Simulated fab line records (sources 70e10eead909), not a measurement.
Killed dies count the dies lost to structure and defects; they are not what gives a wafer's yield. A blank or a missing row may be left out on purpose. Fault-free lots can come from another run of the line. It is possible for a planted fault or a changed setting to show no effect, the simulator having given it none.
The tool behind it: which one? + flow nand-harc + 41 wafers from 14 lots sampled at 5 of the route's 1302 steps

## WHAT THE GAUGES SHOWED, per wafer
NHARC_A_ONON_D2_THK_MEAS_05: measures by ellipsometry. Usual: thk-nm at 1000 nm, with a standard deviation of 8.8.
| lot  | measured     | on            | thk-nm (nm)    | flag |
|------|--------------|---------------|----------------|------|
| L888 | day 12 19:14 | film-metro-02 | 994 993 995    |      |
| L890 | day 13 05:40 | film-metro-02 | 992 992 993    |      |
| L891 | day 13 08:19 | film-metro-01 | 998 998 997    |      |
| L892 | day 13 20:46 | film-metro-01 | 997 996 998    |      |
| L893 | day 14 07:54 | film-metro-01 | 1001 1002 1003 |      |
| L894 | day 14 17:50 | film-metro-02 | 1025 1026 1027 |      |
| L895 | day 15 05:52 | film-metro-01 | 994 995 996    |      |
| L896 | day 15 13:02 | film-metro-02 | 1003 1001 1004 |      |
| L897 | day 15 19:55 | film-metro-02 | 986 986 988    |      |
| L901 | day 17 20:09 | film-metro-01 | 1861 1864      | OFF  |
| L902 | day 18 15:43 | film-metro-02 | 1008 1881 1879 | OFF  |
| L908 | day 21 01:13 | film-metro-01 | 1004 1005 1006 |      |
| L910 | day 21 20:39 | film-metro-01 | 997 997 995    |      |
| L911 | day 22 14:07 | film-metro-02 | 984 986 983    |      |

NHARC_END_SORT_01. Usual: killed-at-array 58, standard deviation 20; killed-at-other 0.9, standard deviation 1.4; killed-at-periphery 4, standard deviation 3.1; killed-dies 63, standard deviation 20; killed-open 3.3, standard deviation 1.8; killed-short 2.4, standard deviation 1.5.
| lot  | measured     | on        | killed-at-array | killed-at-other | killed-at-periphery | killed-dies | killed-open | killed-short | flag |
|------|--------------|-----------|-----------------|-----------------|---------------------|-------------|-------------|--------------|------|
| L893 | day 26 13:55 | prober-02 | 56 64 76        | 1 0 0           | 1 1 0               | 58 65 76    | 4 4 0       | 3 6 5        |      |
| L901 | day 31 04:56 | prober-01 | 671 673         | 0 1             | 6 3                 | 677 677     | 2 4         | 0 4          | OFF  |
| L902 | day 31 12:00 | prober-01 | 54 674 675      | 0 1 0           | 4 2 2               | 58 677 677  | 2 0 4       | 1 1 3        | OFF  |
| L908 | day 34 12:37 | prober-01 | 45 31 40        | 0 0 0           | 5 2 9               | 50 33 49    | 4 3 7       | 2 1 2        |      |
| L910 | day 34 13:17 | prober-02 | 26 40 45        | 2 1 1           | 0 3 2               | 28 44 48    | 4 1 1       | 4 4 1        |      |
| L911 | day 34 04:44 | prober-02 | 44 54 56        | 2 1 3           | 2 2 2               | 48 57 61    | 4 3 3       | 1 1 5        |      |

## WHAT TOOL EACH LOT RAN ON (gives the tool, then ch and the chambers of the sampled wafers, and finally the start)
| lot  | NHARC_A_DECK1_JOINT_CMP_13    | NHARC_A_DECK1_JOINT_CMP_02    | NHARC_A_ONON_D2_DEP_03           |
|------|-------------------------------|-------------------------------|----------------------------------|
| L888 | cmp-02 ch 0,1, day 11 13:29   | cmp-01 ch 0,2,3, day 12 17:24 | pecvd-onon-02 ch 0, day 12 18:47 |
| L890 | cmp-02 ch 0,2,3, day 12 05:46 | cmp-02 ch 0,2,3, day 13 03:49 | pecvd-onon-03 ch 0, day 13 05:13 |
| L891 | cmp-01 ch 0,2,3, day 12 10:24 | cmp-01 ch 0,2,3, day 13 06:27 | pecvd-onon-03 ch 0, day 13 07:58 |
| L892 | cmp-02 ch 0,2,3, day 12 20:35 | cmp-02 ch 1,2,3, day 13 18:55 | pecvd-onon-02 ch 0, day 13 20:15 |
| L893 | cmp-04 ch 0,1,3, day 13 07:49 | cmp-02 ch 0,1,2, day 14 06:05 | pecvd-onon-03 ch 0, day 14 07:23 |
| L894 | cmp-04 ch 0,1, day 13 16:42   | cmp-02 ch 0,1,2, day 14 16:02 | pecvd-onon-01 ch 0, day 14 17:23 |
| L895 | cmp-01 ch 1,3, day 14 07:02   | cmp-02 ch 1,2,3, day 15 04:02 | pecvd-onon-02 ch 0, day 15 05:23 |
| L896 | cmp-02 ch 2,3, day 14 13:40   | cmp-02 ch 0,3, day 15 11:10   | pecvd-onon-03 ch 0, day 15 12:31 |
| L897 | cmp-01 ch 0,1,3, day 14 20:51 | cmp-04 ch 0,1, day 15 18:05   | pecvd-onon-01 ch 0, day 15 19:28 |
| L901 | cmp-01 ch 1, day 16 18:55     | cmp-02 ch 0, day 17 18:20     | pecvd-onon-02 ch 0, day 17 19:49 |
| L902 | cmp-01 ch 1,3, day 17 14:44   | cmp-02 ch 0,1,2, day 18 13:55 | pecvd-onon-02 ch 0, day 18 15:19 |
| L908 | cmp-01 ch 0,1,3, day 19 23:25 | cmp-02 ch 0,1,3, day 20 23:20 | pecvd-onon-03 ch 0, day 21 00:42 |
| L910 | cmp-01 ch 0,2,3, day 20 17:09 | cmp-02 ch 0,1,2, day 21 18:50 | pecvd-onon-02 ch 0, day 21 20:12 |
| L911 | cmp-02 ch 0,1, day 21 03:08   | cmp-02 ch 1,2, day 22 12:17   | pecvd-onon-02 ch 0, day 22 13:37 |
- NHARC_A_DECK1_JOINT_CMP_13: polishes, target thk 51.023 nm.
- NHARC_A_DECK1_JOINT_CMP_02: polishes SiOx.
- NHARC_A_ONON_D2_DEP_03: target thk 1000 nm.

## AS READ BY THE TOOLS THEMSELVES (means over the sampled wafers that have a number; for cases with no such wafer, the mark the record gives instead)
NHARC_A_DECK1_JOINT_CMP_13. Usual: motor-current-A 11.5 A, standard deviation 1.5; time-to-endpoint-s 8.6 s, standard deviation 2.
| lot  | tool   | motor-current-A (A) | time-to-endpoint-s (s) | flag |
|------|--------|---------------------|------------------------|------|
| L888 | cmp-02 | 11.8                | 6.9                    |      |
| L890 | cmp-02 | 12.4                | 7.8                    |      |
| L891 | cmp-01 | 11.0                | 11.9                   |      |
| L892 | cmp-02 | 12.5                | 5.1                    |      |
| L893 | cmp-04 | 12.6                | 11.1                   |      |
| L894 | cmp-04 | 12.4                | 9.2                    |      |
| L895 | cmp-01 | 11.2                | 8.1                    |      |
| L896 | cmp-02 | 13.1                | 6.7                    |      |
| L897 | cmp-01 | 11.6                | 7.5                    |      |
| L901 | cmp-01 | 9.6                 | 9.3                    |      |
| L902 | cmp-01 | 11.7                | 8.0                    |      |
| L908 | cmp-01 | 11.4                | 9.8                    |      |
| L910 | cmp-01 | 10.8                | 7.2                    |      |
| L911 | cmp-02 | 11.5                | 9.8                    |      |

NHARC_A_DECK1_JOINT_CMP_02. Usual: motor-current-A at 11.7 A, with a standard deviation of 1.6.
| lot  | tool   | motor-current-A (A) | flag |
|------|--------|---------------------|------|
| L888 | cmp-01 | 11.1                |      |
| L890 | cmp-02 | 12.9                |      |
| L891 | cmp-01 | 10.5                |      |
| L892 | cmp-02 | 11.9                |      |
| L893 | cmp-02 | 12.7                |      |
| L894 | cmp-02 | 12.5                |      |
| L895 | cmp-02 | 12.1                |      |
| L896 | cmp-02 | 11.6                |      |
| L897 | cmp-04 | 12.9                |      |
| L901 | cmp-02 | 12.3                |      |
| L902 | cmp-02 | 12.8                |      |
| L908 | cmp-02 | 11.2                |      |
| L910 | cmp-02 | 12.5                |      |
| L911 | cmp-02 | 13.1                |      |

## THE ANSWER, worked out from the rows above alone
Rule: lot off if the mean of its wafers having a number is beyond 3 standard deviations from the usual mean. A lot without any number at a reading at which 4 lots or more have one is off too. Where the step has rows for the other lots, those lots are counted as sound. Order of review: gauges by route order, followed by the tools' own readings, for which a lot's mean as printed above is used. The first step at which some lot is off is used, and at that step the reading that is off furthest; a lot without a number counts as furthest.
Off, at NHARC_A_ONON_D2_THK_MEAS_05 on thk-nm: L901, L902.
If a tool, at a process step before that reading, ran all the lots that are off and no sound lot after the first of them, it fits. Not tried: the gauges at NHARC_A_ONON_D2_THK_MEAS_05; whatever is off there is also off at NHARC_END_SORT_01, on other tools, and gauge error can't account for it. Not one of the candidates tried fits.

## WHAT THE SIMULATOR HAD INSERTED
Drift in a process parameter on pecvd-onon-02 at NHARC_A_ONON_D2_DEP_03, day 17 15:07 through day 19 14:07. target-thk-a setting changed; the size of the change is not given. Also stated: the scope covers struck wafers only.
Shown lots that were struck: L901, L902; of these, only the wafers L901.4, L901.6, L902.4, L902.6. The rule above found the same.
